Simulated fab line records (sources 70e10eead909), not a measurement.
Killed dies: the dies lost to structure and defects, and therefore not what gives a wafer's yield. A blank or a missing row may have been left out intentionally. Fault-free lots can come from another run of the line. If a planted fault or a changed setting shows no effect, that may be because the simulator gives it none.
Matching of chambers    flow nand harc    4 sister chambers for NHARC_A_ZERO_WELL_ETCH_13 on rie si-02
The step etches the open film in HBr/Cl2, target depth 120 nm, time 40.1 s. 8 wafers are shown with their chamber, then 7 later ones without.

== EACH WAFER AND ITS CHAMBER ==
wafer   chamber  drypump motor current A (A)  oes product au (a.u.)
L079.5  1        6.2                          1.005
L081.1  2        6.3                          0.997
L081.4  3        5.0                          0.994
L084.1  2        6.3                          1.009
L084.4  0        5.3                          1.009
L084.5  0        5.4                          1.012
L090.1  3        5.0                          1.000
L090.2  1        6.2                          1.020

== WAFERS WITH NO CHAMBER GIVEN ==
wafer   drypump motor current A (A)  oes product au (a.u.)
L090.5  5.0                          0.996
L091.3  6.2                          1.011
L091.4  5.3                          1.011
L091.5  5.0                          0.992
L097.3  5.0                          1.006
L097.5  6.3                          1.017
L097.6  5.3                          1.024

== WHICH CHAMBER EACH ONE RAN IN ==
wafer   from the rows above      in truth
L090.5  3                        3
L091.3  1                        1
L091.4  0                        0
L091.5  3                        3
L097.3  3                        3
L097.5  can't be placed: 2 or 1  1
L097.6  0                        0
Correctly placed: 6 of 7. From these rows, 1 cannot be placed; in 1 the true chamber is one of the candidates. Placed wrongly: 0.
How it was worked out, from the rows above alone: a wafer's distance from a chamber is the root of the sum, over the readings, of the square of ((its reading less the chamber's mean) divided by the reading's scatter). If the next closest chamber is less than 2 further off than the closest, the wafer can't be placed; otherwise it belongs to the closest. The mean given for a chamber averages the wafers shown for that chamber. The scatter: take each reading less its chamber's mean, square it, sum over the shown wafers, divide by the number of wafers less the number of chambers, and take the root.
